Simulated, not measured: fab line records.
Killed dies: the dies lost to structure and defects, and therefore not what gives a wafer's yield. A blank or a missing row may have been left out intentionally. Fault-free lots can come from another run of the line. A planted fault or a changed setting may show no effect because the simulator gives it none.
2 desks looking at one fault + flow n5-finfet + numbers are kept per desk, each desk with only its own; the story behind them comes last

== FROM THE METROLOGY DESK ==
What the gauges read, lot by lot, whatever tool the lot ran on: means of the sampled wafers that have a number. The brackets show how far a lot's mean lies from the usual mean; more than 4 standard deviations puts the lot out of limits, marked OUT. Readings shown: 7 out of 23 (the first out of limits, and those lying furthest out on some lot).
Columns: A = RS_SD_N at N5_SD_ACTIVATION_RS_MEAS_03, usual 21.99 ohm/sq; B = RS_SD_P at N5_SD_ACTIVATION_RS_MEAS_03, usual 56.2 ohm/sq; C = IOFF_P_LONG at N5_BEOL_M4_RC_MEAS_101, usual 0.000106 nA/um; D = RC_DENSE_P at N5_BEOL_M4_RC_MEAS_101, usual 23.7 ohm.um; E = RC_P at N5_BEOL_M4_RC_MEAS_101, usual 19.3 ohm.um; F = RS_SD_N at N5_BEOL_M4_RC_MEAS_101, usual 28.5 ohm/sq; G = RS_SD_P at N5_BEOL_M4_RC_MEAS_101, usual 66.1 ohm/sq
| lot  | first seen here | A               | B              | C                          | D              | E              | F              | G              |
|------|-----------------|-----------------|----------------|----------------------------|----------------|----------------|----------------|----------------|
| L989 | day 3 16:51     | 21.86           | 58.0           | 0.000114                   | 23.6           | 19.1           | 28.5           | 67.5           |
| L994 | day 4 21:22     | 21.80           | 57.0           | 0.000096                   | 24.0           | 19.5           | 28.4           | 66.7           |
| L996 | day 5 09:37     | 21.66           | 56.4           | 0.000096                   | 23.7           | 19.1           | 28.1           | 65.7           |
| L998 | day 6 03:38     | 21.98           | 56.3           | 0.000100                   | 23.4           | 18.9           | 28.7           | 66.0           |
| L104 | day 7 11:25     | 15.15 (-26) OUT | 68.8 (+13) OUT | 0.001276 (+99 or more) OUT | 32.6 (+15) OUT | 26.5 (+15) OUT | 20.3 (-20) OUT | 81.2 (+14) OUT |
| L107 | day 8 03:43     | 15.31 (-26) OUT | 67.2 (+12) OUT | 0.001177 (+99 or more) OUT | 32.0 (+14) OUT | 25.9 (+14) OUT | 20.6 (-20) OUT | 78.9 (+12) OUT |
| L109 | day 8 19:26     | 21.89           | 56.3           | 0.000099                   | 24.0           | 19.6           | 28.3           | 65.6           |
| L111 | day 9 04:22     | 22.05           | 55.4           | 0.000100                   | 24.3           | 19.8           | 28.4           | 65.3           |
This desk finds L104, L107 out of limits, with the earliest case on L104 at day 7 11:25 (RS_SD_N at N5_SD_ACTIVATION_RS_MEAS_03). In limits: L989, L994, L996, L998, L109, L111.

== FOR THE TOOL OWNER'S DESK: laser-anneal-01 ==
At N5_SD_ACTIVATION_LSA_01 (time 0.0008 s), the tool's own readings, given per lot that ran on this tool as the mean of the sampled wafers with a number. The brackets show how far a lot's mean lies from the usual mean; more than 4 standard deviations puts the lot out of limits, marked OUT.
Columns: A = wafer_temp_C_max at N5_SD_ACTIVATION_LSA_01, usual 1086.6
| lot  | first seen here | A                |
|------|-----------------|------------------|
| L994 | day 4 21:10     | 1086.7           |
| L996 | day 5 09:26     | 1087.3           |
| L998 | day 6 03:25     | 1086.0           |
| L104 | day 7 11:13     | 1161.5 (+62) OUT |
| L107 | day 8 03:31     | 1164.1 (+65) OUT |
Finding of this desk: L104, L107 out of limits; the first was L104 at day 7 11:13, on wafer_temp_C_max at N5_SD_ACTIVATION_LSA_01. In limits: L994, L996, L998.

== TAKEN TOGETHER ==
At day 7 11:13, on L104, L107, the tool owner's desk was in a position to raise an alarm.
An alarm was possible from the metrology desk at day 7 11:25, on L104, L107.
Of the lots named, all ran N5_SD_ACTIVATION_LSA_01 on laser-anneal-01.

== WHAT THE SIMULATOR HAD INSERTED ==
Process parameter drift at N5_SD_ACTIVATION_LSA_01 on laser-anneal-01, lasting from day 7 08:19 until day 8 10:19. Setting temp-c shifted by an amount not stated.
Shown lots that were struck: L104, L107.
Fault start to first reading out of limits, in hours, per desk: tool owner, 3; metrology, 3.
